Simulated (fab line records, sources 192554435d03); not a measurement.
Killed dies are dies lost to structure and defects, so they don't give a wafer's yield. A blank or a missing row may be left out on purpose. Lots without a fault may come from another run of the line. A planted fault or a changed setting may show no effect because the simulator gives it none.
Chamber matching | flow n5_finfet | N5_BEOL_M2_PECVD_72 on pecvd-04: 3 sister chambers
The step deposits SiO2 from TEOS/O2, target thk 16 nm, time 18 s. 14 wafers are shown with their chamber, then 7 later ones without.

WAFERS WITH THEIR CHAMBER
wafer  | chamber | throttle_valve_pct (%) | showerhead_plenum_p_Torr (Torr) | heater_power_w (W)
L077.2 | 2       | 20.7                   | 8.83                            | 800
L077.5 | 1       | 23.3                   | 8.71                            | 648
L077.6 | 2       | 20.8                   | 8.86                            | 824
L080.3 | 0       | 22.9                   | 8.81                            | 896
L080.5 | 2       | 20.9                   | 8.85                            | 872
L080.6 | 0       | 23.2                   | 8.80                            | 891
L082.1 | 1       | 23.3                   | 8.72                            | 719
L082.4 | 2       | 20.9                   | 8.84                            | 838
L082.5 | 0       | 23.0                   | 8.82                            | 766
L088.2 | 2       | 21.1                   | 8.81                            | 805
L088.3 | 0       | 23.3                   | 8.81                            | 879
L088.5 | 2       | 20.9                   | 8.82                            | 806
L090.3 | 1       | 23.3                   | 8.71                            | 688
L090.5 | 2       | 20.9                   | 8.86                            | 846

SIGNATURES (means of the wafers above)
reading                  | chamber 0 | chamber 1 | chamber 2 | scatter within a chamber
throttle_valve_pct       | 23.100    | 23.300    | 20.886    | 0.131
showerhead_plenum_p_Torr | 8.8100    | 8.7133    | 8.8386    | 0.0152
heater_power_w           | 858.00    | 685.00    | 827.29    | 40.6
Rule: a wafer's distance from a chamber is the root of the sum, over the readings, of the square of ((its reading less the chamber's mean) divided by the reading's scatter). The wafer belongs to the nearest chamber; if the next one is less than 2 further off, it can't be placed. The scatter: the root of (the sum of the squares of (reading less its chamber's mean) over the shown wafers, divided by (wafers less chambers)).

WAFERS WITHOUT THEIR CHAMBER
wafer  | throttle_valve_pct (%) | showerhead_plenum_p_Torr (Torr) | heater_power_w (W)
L090.6 | 23.1                   | 8.70                            | 697
L091.2 | 23.2                   | 8.73                            | 662
L091.4 | 23.1                   | 8.71                            | 655
L091.5 | 21.1                   | 8.85                            | 853
L097.1 | 21.2                   | 8.84                            | 777
L097.2 | 23.5                   | 8.70                            | 708
L097.3 | 23.2                   | 8.80                            | 915

WHICH CHAMBER EACH WENT THROUGH
wafer  | from the rows above | in truth
L090.6 | 1                   | 1
L091.2 | 1                   | 1
L091.4 | 1                   | 1
L091.5 | 2                   | 2
L097.1 | 2                   | 2
L097.2 | 1                   | 1
L097.3 | 0                   | 0
Placed correctly: 7 of 7. Can't be placed from these rows: 0. Placed wrongly: 0.
